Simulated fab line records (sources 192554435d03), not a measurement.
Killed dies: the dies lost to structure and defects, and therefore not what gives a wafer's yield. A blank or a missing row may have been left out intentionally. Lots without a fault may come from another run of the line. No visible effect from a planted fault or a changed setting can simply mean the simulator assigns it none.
fab line records	flow n5-finfet
record: lots: 9	wafers: 27	last-day: 18
route steps=1938 shown HKMG_FIN@451 GATE_CUT@466 BEOL_M4@1111 PASSIVATION@1936
lots that met no fault: from a run of the same line without faults
start-h: hours from the record's first day to the start of the lot's first wafer shown	wait-h: hours elapsed since this lot's preceding step	" unchanged from the row above	L1.1+2: several wafers, shown together as one row	- no value, or no start given	* or withheld: withheld	< > ~ a bound
route shown NAME@n: a module of which the file shows steps, and the number in the route of the first	usual: mean/standard deviation of fault-free wafers	same: alike in all rows	chamber/n: place in a boat	sites: each site's reading	_std_site: standard deviation across them	_edge_site: the outer-site mean with the inner-site mean subtracted	radius-mm: for every site, how far away it sits from the centre of the wafer	mask NAME#n: copy n	behind: the last tool/chamber to shape the wafer	hold: cause of the lot's hold/its duration in hours/its outcome	device: the transistor (n, p or np) that didn't switch	end of line: tests of these same wafers at the route's end	for a step that has no rows: nothing shown but its recipe	killed: the dies lost at the first sort to structure and to defects; this is not the yield of the wafer	map: per-die view of a wafer (x killed, . not killed, _ where there is no die)
set.NAME: setting as actually run; set.NAME@STEP: the setting as run at that earlier step	model.NAME: the simulator's own value behind a step, which no gauge read
one table for each step of the route and one row for each wafer, over a sample of lots
services: the hour from which a tool's chamber was out of use, counted from the record's first day as start-h (under 0 if before that day), plus the number of hours and why
== steps ==
step: N5_HKMG_FIN_ETCH_67
recipe: chemistry: N2/H2	target: SOC	target-depth-a: 3889	stop-on: TiN	ion-energy-ev: 100	bias-w: 61	pressure-mtorr: 30	source-w: 850	n2-flow-sccm: 200	h2-flow-sccm: 200
usual: drypump-motor-current-A: 5.7/0.42	h2-flow-sccm: 200.0/0.56	oes-product-au: 0.76/0.087	rf-fwd-power-W: 844/3	rf-vpp-V: 240.7/1.6	showerhead-plenum-p-Torr: 2.54/0.098	throttle-valve-pct: 17.90/0.28
lot.wafer	tool	chamber	start-h	wait-h	drypump-motor-current-A	h2-flow-sccm	oes-product-au	rf-fwd-power-W	rf-hours-counter-h	rf-vpp-V	showerhead-plenum-p-Torr	throttle-valve-pct
L825.3	rie-diel-06	1	87.77	-	5.5	200.5	0.69	840	238	241.8	2.51	17.87
L825.5	"	0	"	"	6.5	200.1	0.79	848	-	240.8	2.46	17.71
L825.6	"	1	"	"	5.5	199.3	0.70	835	-	241.1	2.51	17.87
L828.2	rie-diel-03	2	96.83	-	5.7	199.5	0.68	846	242	239.6	2.40	18.24
L828.5	"	3	"	"	6.6	199.7	0.86	845	-	242.4	2.68	17.42
L828.6	"	2	"	"	5.7	201.6	0.68	847	-	238.9	2.40	18.22
L835.2	rie-diel-06	3	140.76	-	5.5	198.9	0.94	850	5	239.2	2.50	17.96
L835.3	"	0	"	"	6.5	200.9	0.78	841	116	240.2	2.46	17.76
L835.5	"	3	"	"	5.5	200.3	0.94	846	-	240.1	2.50	17.97
L836.2	rie-diel-03	1	147.70	-	5.7	199.7	0.69	840	238	241.5	2.63	18.35
L836.3	"	3	"	"	6.6	201.4	0.82	839	62	243.5	2.67	17.43
L836.4	"	0	"	"	5.3	200.3	0.72	842	170	237.7	2.42	17.83
L837.1	rie-diel-03	0	156.38	-	5.3	199.3	0.72	842	173	240.5	2.42	17.84
L837.5	"	2	"	"	5.7	199.8	0.94	848	-	243.4	2.71	17.77
L837.6	"	3	"	"	6.6	199.1	0.83	846	-	245.1	2.67	17.44
L838.1	rie-diel-06	2	159.18	-	5.3	199.5	0.68	851	248	241.5	2.60	17.97
L838.3	"	1	"	"	5.5	200.3	0.96	846	4	240.0	2.50	17.41
L838.6	"	3	"	"	5.6	200.7	0.92	844	-	239.5	2.49	17.99
L841.1	rie-diel-01	2	175.03	-	5.8	200.3	0.69	846	201	240.1	2.53	17.93
L841.3	"	1	"	"	5.4	199.8	0.71	843	214	239.2	2.41	18.36
L841.4	"	3	"	"	5.5	199.6	0.72	845	194	241.4	2.51	17.77
L846.3	rie-diel-01	1	203.32	-	5.3	199.9	0.69	841	224	237.6	2.41	18.38
L846.5	"	3	"	"	5.5	199.4	0.71	847	-	240.0	2.51	17.79
L846.6	"	0	"	"	5.5	199.4	0.72	849	-	242.0	2.64	18.00
L848.2	rie-diel-06	0	220.61	-	6.5	200.1	0.75	846	140	238.1	2.45	17.80
L848.3	"	1	"	"	5.5	199.3	0.88	843	26	241.4	2.49	17.48
L848.5	"	3	"	"	5.5	199.9	0.87	848	-	241.1	2.48	18.02
step: N5_HKMG_FIN_CMP_23
recipe: stop-on: SiNx	t-overpolish-s: 10	post-cmp-clean: rinse-only	down-force-psi: 4	platen-rpm: 50.289	pad-velocity-m-s: 1.0006	target-thk-nm: 46.326
usual: motor-current-A: 12.3/1.5	overpolish-run-s: 9.999/0.017	time-to-endpoint-s: 11.2/2.7
lot.wafer	tool	chamber	start-h	wait-h	motor-current-A	overpolish-run-s	time-to-endpoint-s
L825.3	cmp-02	1	89.29	0.3	16.1	10.000	10.9
L825.5	"	2	"	"	11.7	9.997	15.6
L825.6	"	3	"	"	11.3	10.000	10.3
L828.2	cmp-04	3	98.35	0.3	14.0	10.006	8.9
L828.5	"	0	"	"	12.9	9.996	12.9
L828.6	"	1	"	"	11.6	10.006	12.2
L835.3	cmp-04	3	142.08	0.0	13.5	10.000	8.9
L835.2	"	1	"	"	11.4	10.008	11.2
L835.5	"	0	"	"	12.4	10.006	13.3
L836.4	cmp-01	2	149.10	0.0	14.0	10.010	11.6
L836.3	"	3	"	"	12.3	10.004	12.3
L836.2	"	0	"	"	11.3	10.013	12.4
L837.1	cmp-01	1	157.66	0.0	10.1	9.987	15.5
L837.5	"	1	"	"	10.3	9.988	12.3
L837.6	"	2	"	"	14.1	10.020	12.1
L838.1	cmp-04	3	160.51	0.0	13.2	10.002	5.9
L838.3	"	1	"	"	11.6	10.006	8.7
L838.6	"	0	"	"	12.8	9.995	8.4
L841.4	cmp-01	2	176.35	0.0	13.5	10.001	16.0
L841.1	"	0	"	"	11.1	10.003	11.4
L841.3	"	1	"	"	9.6	9.988	12.6
L846.3	cmp-04	3	204.71	0.1	13.9	10.023	9.3
L846.6	"	2	"	"	10.7	9.987	14.0
L846.5	"	3	"	"	14.0	10.007	10.0
L848.2	cmp-01	0	222.17	0.2	11.0	10.007	11.9
L848.3	"	1	"	"	10.1	9.993	10.9
L848.5	"	2	"	"	13.9	9.984	11.8
step: N5_GATE_CUT_ETCH_56
recipe: chemistry: Cl2/Ar	target: TiN	target-depth-a: 216	pressure-mtorr: 10	icp-w: 600	bias-w: 60	Cl2_flow_sccm: 40	Ar_flow_sccm: 60
usual: drypump-motor-current-A: 5.61/0.28	he-backside-leak-sccm: 3.5/0.36	mfc-ar-sccm: 59.99/0.19	oes-product-au: 0.76/0.14	rf-fwd-power-W: 595.0/1.9	throttle-valve-pct: 20.9/0.32
lot.wafer	tool	chamber	start-h	wait-h	drypump-motor-current-A	he-backside-leak-sccm	mfc-ar-sccm	oes-product-au	rf-fwd-power-W	rf-hours-counter-h	throttle-valve-pct
L825.3	rie-metal-03	1	92.86	0.1	5.27	3.7	59.89	0.89	597.3	-	20.6
L825.5	"	1	"	"	5.27	3.7	59.82	0.88	599.6	-	20.6
L825.6	"	0	"	"	5.93	3.3	60.05	0.60	594.7	-	20.8
L828.2	rie-metal-02	0	98.97	0.1	5.78	3.6	59.89	0.61	592.5	126	21.2
L828.5	"	1	"	"	5.91	3.7	60.12	0.64	591.8	-	21.3
L828.6	"	0	"	"	5.79	3.6	59.64	0.61	595.9	-	21.2
L835.2	rie-metal-03	1	143.09	0.2	5.21	3.6	60.19	0.86	591.8	-	20.6
L835.3	"	1	"	"	5.25	3.6	60.34	0.86	597.1	-	20.6
L835.5	"	1	"	"	5.28	3.5	60.03	0.87	595.5	-	20.6
L836.2	rie-metal-03	1	150.11	0.2	5.27	3.5	60.02	0.87	594.4	-	20.6
L836.3	"	1	"	"	5.26	3.4	59.88	0.87	595.1	-	20.6
L836.4	"	1	"	"	5.29	3.4	59.85	0.86	595.4	-	20.6
L837.1	rie-metal-03	1	158.52	0.1	5.28	3.5	60.00	0.75	451.2	19	20.8
L837.5	"	0	"	"	5.91	3.2	60.22	1.00	596.1	-	20.4
L837.6	"	1	"	"	5.27	3.6	60.00	0.74	452.3	-	20.7
L838.1	rie-metal-03	1	161.37	0.1	5.30	3.6	59.83	0.75	452.0	19	20.7
L838.3	"	1	"	"	5.26	3.4	59.60	0.74	452.9	-	20.7
L838.6	"	1	"	"	5.26	3.6	59.47	0.75	449.4	-	20.7
L841.1	rie-metal-01	0	177.22	0.1	5.56	3.5	59.92	0.89	596.2	12	20.6
L841.3	"	0	"	"	5.55	3.5	59.97	0.88	595.7	-	20.6
L841.4	"	1	"	"	5.39	3.4	59.90	0.69	593.1	-	21.2
L846.3	rie-metal-01	0	205.54	0.1	5.57	3.5	60.02	0.88	595.1	-	20.6
L846.5	"	0	"	"	5.58	3.4	60.24	0.88	597.4	-	20.6
L846.6	"	1	"	"	5.37	3.3	60.20	0.70	596.8	-	21.2
L848.2	rie-metal-01	0	222.88	0.1	5.54	3.6	60.36	0.87	593.4	15	20.6
L848.3	"	1	"	"	5.36	3.2	60.28	0.68	599.1	-	21.2
L848.5	"	0	"	"	5.57	3.6	59.95	0.87	593.9	-	20.6
step: N5_GATE_CUT_PECVD_57
recipe: material: SiNx	target-thk-a: 210	temp-c: 400	precursor: SiH4/NH3/N2	pressure-torr: 1.5	rf-w: 300
usual: heater-power-w: 794/93	rf-fwd-power-W: 297.5/1.3	showerhead-plenum-p-Torr: 5.15/0.077	throttle-valve-pct: 40.3/2
lot.wafer	tool	chamber	start-h	wait-h	heater-power-w	rf-fwd-power-W	showerhead-plenum-p-Torr	throttle-valve-pct
L825.3	pecvd-02	0	95.97	1.1	801	297.9	5.21	39.1
L825.5	"	2	"	"	711	299.0	5.17	41.4
L825.6	"	0	"	"	804	297.0	5.21	39.2
L828.2	pecvd-03	0	103.21	1.1	877	296.5	5.22	42.8
L828.5	"	2	"	"	717	298.9	5.18	37.3
L828.6	"	1	"	"	916	294.2	4.99	41.9
L835.2	pecvd-03	2	145.89	1.1	632	298.3	5.19	37.6
L835.3	"	0	"	"	982	298.8	5.22	42.7
L835.5	"	2	"	"	652	298.7	5.18	37.6
L836.2	pecvd-02	2	152.94	1.1	751	297.5	5.18	41.4
L836.3	"	1	"	"	762	297.2	5.16	42.5
L836.4	"	2	"	"	754	297.2	5.17	41.4
L837.1	pecvd-03	1	161.20	1.1	881	295.7	5.00	41.9
L837.5	"	2	"	"	700	297.2	5.18	37.7
L837.6	"	0	"	"	982	297.4	5.21	43.0
L838.1	pecvd-02	0	164.23	1.1	730	296.0	5.22	39.5
L838.3	"	1	"	"	696	296.7	5.15	42.4
L838.6	"	1	"	"	683	295.7	5.15	42.5
L841.1	pecvd-03	1	179.90	1.1	957	296.8	4.99	41.5
L841.3	"	0	"	"	909	296.7	5.24	42.8
L841.4	"	0	"	"	904	297.6	5.22	42.8
L846.3	pecvd-03	1	208.20	1.1	975	295.6	4.99	41.5
L846.5	"	0	"	"	1010	296.5	5.23	42.8
L846.6	"	1	"	"	950	296.2	4.98	41.6
L848.2	pecvd-02	0	225.80	1.1	834	298.7	5.23	39.8
L848.3	"	1	"	"	689	297.4	5.15	42.3
L848.5	"	1	"	"	710	295.9	5.15	42.5
step: N5_BEOL_M4_RC_MEAS_101
usual: DIBL_N: 36.4/1.6	DIBL_P: 36.2/1.8	IOFF_N: 0.159/0.029	IOFF_P: 0.21/0.034	ION_N: 670/12	ION_P: 459/8.2	SS_N: 71.5/0.59	SS_P: 73.2/0.54	VT_N: 250/3.3	VT_P: -250/3.7
lot.wafer	tool	chamber	start-h	wait-h	DIBL_N[mV/V]	DIBL_P[mV/V]	IOFF_N[nA/um]	IOFF_P[nA/um]	ION_N[uA/um]	ION_P[uA/um]	SS_N[mV/dec]	SS_P[mV/dec]	VT_N[mV]	VT_P[mV]
L825.3	prober-02	0	188.80	0.3	35.8	37.4	0.150	0.20	673	460	71.2	73.4	248	-251
L825.5	"	0	"	"	36.6	37.3	0.153	0.20	659	447	71.3	73.6	251	-252
L825.6	"	0	"	"	36.6	37.5	0.164	0.21	671	459	71.5	73.1	251	-254
L828.2	prober-02	0	209.13	0.2	38.1	36.5	0.204	0.25	697	472	72.2	73.0	248	-247
L828.5	"	0	"	"	39.7	38.4	0.260	0.31	698	477	72.9	73.5	243	-241
L828.6	"	0	"	"	37.4	35.3	0.191	0.24	683	469	72.1	73.2	247	-247
L835.2	prober-02	0	251.78	0.2	37.8	38.0	0.182	0.23	673	463	71.8	73.8	250	-252
L835.3	"	0	"	"	37.7	36.4	0.181	0.19	684	456	72.6	73.7	249	-254
L835.5	"	0	"	"	35.8	34.1	0.142	0.16	659	445	71.4	72.9	253	-255
L836.2	prober-01	0	260.05	0.2	36.5	36.5	0.153	0.20	663	457	71.3	73.3	250	-253
L836.3	"	0	"	"	34.5	33.8	0.119	0.16	657	449	70.7	72.7	256	-254
L836.4	"	0	"	"	36.1	36.9	0.135	0.20	658	459	70.6	73.9	253	-252
L837.1	prober-01	0	272.43	0.0	36.2	35.0	0.141	0.21	664	462	71.5	73.0	252	-249
L837.5	"	0	"	"	36.7	34.4	0.149	0.19	656	459	71.7	72.9	253	-251
L837.6	"	0	"	"	35.9	33.1	0.131	0.19	669	460	70.6	72.8	250	-251
L838.1	prober-02	0	278.25	0.0	39.6	38.4	0.228	0.24	701	467	72.1	73.0	246	-248
L838.3	"	0	"	"	37.1	35.3	0.165	0.20	671	455	71.9	73.3	248	-252
L838.6	"	0	"	"	38.9	36.7	0.199	0.22	681	456	71.9	73.1	248	-251
L841.1	prober-01	0	288.03	0.0	32.9	34.3	0.119	0.18	657	457	70.4	72.8	251	-251
L841.3	"	0	"	"	34.7	34.9	0.137	0.19	665	458	70.4	73.4	253	-250
L841.4	"	0	"	"	33.8	33.9	0.137	0.18	670	464	70.4	73.3	250	-250
L846.3	prober-02	0	311.25	0.3	35.5	34.9	0.113	0.14	649	443	71.2	72.3	257	-262
L846.5	"	0	"	"	38.6	39.7	0.190	0.20	673	453	72.2	73.7	250	-253
L846.6	"	0	"	"	36.9	37.1	0.152	0.16	675	455	71.9	72.9	251	-258
L848.2	prober-02	0	335.34	0.2	37.0	37.7	0.179	0.27	671	468	72.1	73.9	248	-245
L848.3	"	0	"	"	32.8	33.8	0.114	0.20	657	466	70.8	72.3	255	-246
L848.5	"	0	"	"	32.9	34.5	0.119	0.23	660	464	70.8	73.0	249	-247
step: N5_PASSIVATION_PROBE_49
usual: defect-limited-yield: 91.1/1.5	killed_at_M0_to_M3: 33/9.9	killed_at_M4_up: 14/5.2	killed-at-contacts: 12/6.7	killed-at-front-end: 43/13	killed-at-other: 3.4/2.7	killed-dies: 105/17	killed-open: 69/13	killed-short: 33/7.5	sort_bin_5_function: 5.2/0.91	sort_bin_6_memory: 3.3/0.71	sort-n-pass: 1075/17	sort-yield-pct: 91.1/1.5
same: gross-dies: 1180	killed-at-back-side: 0	sort_bin_4_leakage[%]: 0	sort_bin_8_speed[%]: 0
lot.wafer	tool	chamber	start-h	wait-h	defect-limited-yield[%]	killed_at_M0_to_M3	killed_at_M4_up	killed-at-contacts	killed-at-front-end	killed-at-other	killed-dies	killed-open	killed-short	sort_bin_5_function[%]	sort_bin_6_memory[%]	sort-n-pass	sort-yield-pct[%]
L828.2	prober-02	-	317.90	0.1	91.5	51	9	5	33	2	100	70	29	4.8	3.2	1080	91.5
L828.5	prober-02	-	318.05	0.2	92.5	19	5	8	55	1	88	67	21	5.3	2.1	1092	92.5
L828.6	prober-02	-	318.10	0.3	92.5	29	13	4	41	2	89	62	27	4.2	3.1	1091	92.5
L838.1	prober-01	-	373.28	0.0	91.8	14	7	8	68	0	97	62	34	5.3	2.6	1083	91.8
L838.3	prober-01	-	373.38	0.1	89.1	31	19	15	63	1	129	81	48	5.7	4.8	1051	89.1
L838.6	prober-01	-	373.53	0.3	89.2	27	18	5	72	5	127	80	47	5.9	4.4	1053	89.2
L846.3	prober-02	-	417.63	0.1	91.2	45	17	5	25	12	104	69	35	5.3	3.1	1076	91.2
L846.5	prober-02	-	417.73	0.2	93.6	25	10	2	32	7	76	51	25	3.6	2.6	1104	93.6
L846.6	prober-02	-	417.78	0.3	94.0	35	15	4	15	2	71	45	26	3.5	2.2	1109	94.0
killed by level:class
L828.2 BEOL_M1:geometric-particle:open=16 BEOL_M2:geometric-particle:open=14 BEOL_M3:geometric-particle:open=7 DUMMY_GATE:geometric-particle:open=7 FIN_SAQP:geometric-particle:open=4 MOL_CONTACT_COAG:geometric-particle:open=4 BEOL_M0_SAQP:geometric-particle:short=4 FIN_SAQP:geometric-particle:short=3
L828.5 FIN_SAQP:geometric-particle:open=17 STI_FIN_REVEAL:geometric-particle:open=14 BEOL_M1:geometric-particle:open=6 BEOL_M3:geometric-particle:open=6 ILD0:geometric-particle:open=4 ILD0:geometric-particle:short=4 MOL_CONTACT_COAG:geometric-particle:short=4 MOL_CONTACT_COAG:geometric-particle:open=4
L828.6 BEOL_M1:geometric-particle:open=10 FIN_SAQP:geometric-particle:open=8 STI_FIN_REVEAL:geometric-particle:open=7 DUMMY_GATE:geometric-particle:open=7 FIN_SAQP:geometric-particle:short=5 SPACER0:geometric-particle:open=5 BEOL_M0_SAQP:geometric-particle:short=5 BEOL_M4:geometric-particle:open=5
L838.1 STI_FIN_REVEAL:geometric-particle:open=21 FIN_SAQP:geometric-particle:open=12 FIN_SAQP:geometric-particle:short=12 MOL_CONTACT_COAG:geometric-particle:open=7 STI_FIN_REVEAL:geometric-particle:short=4 DUMMY_GATE:geometric-particle:short=4 DUMMY_GATE:geometric-particle:open=4 STARTING-WAFER:geometric-particle:open=4
L838.3 FIN_SAQP:geometric-particle:short=17 FIN_SAQP:geometric-particle:open=16 BEOL_M4:geometric-particle:open=11 STI_FIN_REVEAL:geometric-particle:open=10 MOL_CONTACT_COAG:geometric-particle:open=10 BEOL_M0_SAQP:geometric-particle:short=8 BEOL_M3:geometric-particle:open=7 GATE_CUT:geometric-particle:short=6
L838.6 FIN_SAQP:geometric-particle:open=19 FIN_SAQP:geometric-particle:short=15 STI_FIN_REVEAL:geometric-particle:open=13 BEOL_M2:geometric-particle:open=7 GATE_CUT:geometric-particle:short=6 DUMMY_GATE:geometric-particle:open=5 MOL_CONTACT_COAG:geometric-particle:open=5 BEOL_M3:geometric-particle:open=5
L846.3 BEOL_M0_SAQP:geometric-particle:open=16 BEOL_M0_SAQP:geometric-particle:short=11 BEOL_M4:geometric-particle:open=11 BEOL_M0:geometric-particle:open=5 BEOL_M2:geometric-particle:open=5 MOL_CONTACT_COAG:geometric-particle:open=4 PASS1_CAP:geometric-particle:open=4 FIN_SAQP:geometric-particle:open=3
L846.5 BEOL_M0_SAQP:geometric-particle:open=12 DUMMY_GATE:geometric-particle:open=10 BEOL_M0_SAQP:geometric-particle:short=6 STARTING-WAFER:geometric-particle:open=6 BEOL_M4:geometric-particle:open=5 FIN_SAQP:geometric-particle:open=4 STARTING-WAFER:geometric-particle:short=4 DUMMY_GATE:geometric-particle:short=3
L846.6 BEOL_M0_SAQP:geometric-particle:short=12 BEOL_M0_SAQP:geometric-particle:open=10 BEOL_M4:geometric-particle:open=6 DUMMY_GATE:geometric-particle:open=4 MOL_CONTACT_COAG:geometric-particle:open=4 BEOL_M6:geometric-particle:open=4 FIN_SAQP:geometric-particle:open=3 BEOL_M0:geometric-particle:open=3
== services ==
tool	chamber	start-h	hours	kind
cmp-01	-	70.71	9.5	pm
rie-metal-02	1	73.77	1.5	repair
cmp-01	-	82.93	0.8	repair
rie-metal-03	-	86.82	1.4	pm
rie-metal-01	0	94.61	7.9	repair
rie-diel-01	1	95.89	7.1	repair
pecvd-02	-	104.86	0.8	repair
rie-diel-06	-	127.09	0.4	repair
pecvd-03	1	132.31	3.7	repair
rie-metal-03	0	133.68	-	clean
rie-metal-03	0	133.68	18.7	scheduled-down
pecvd-02	-	149.95	0.2	repair
pecvd-03	2	154.16	5.0	repair
cmp-04	-	154.17	0.5	repair
pecvd-02	-	163.60	0.6	repair
rie-metal-03	0	169.63	1.4	repair
rie-diel-03	2	177.94	5.5	repair
pecvd-02	-	181.91	2.8	pm
rie-metal-02	-	196.79	10.0	pm
rie-diel-06	0	200.50	16.6	repair
rie-diel-03	-	205.84	0.2	repair
cmp-02	-	212.68	4.0	pm
cmp-04	-	217.00	5.3	pm
rie-diel-03	2	220.89	7.3	repair
== key ==
first-sign: step: N5_GATE_CUT_ETCH_56	reading: rf-fwd-power-W	direction: down	sigmas: 76	usual: *	struck: *
effect none on later readings
met-at N5_GATE_CUT_ETCH_56
struck-lots L837,L838
struck-wafers L837.1,L837.6,L838.1,L838.3,L838.6
not-acting-at N5_HKMG_FIN_ETCH_67,N5_HKMG_FIN_CMP_23,N5_GATE_CUT_PECVD_57
onset-between 150.11 158.52
fault: kind: process-parameter-drift	tool: rie-metal-03	chamber: 1	onset-h: 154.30	steps: N5_GATE_CUT_ETCH_56	channel: icp-w	offset: -144	shape: step	end-h: 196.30	acts-in: these-recipes-only	stated: 600
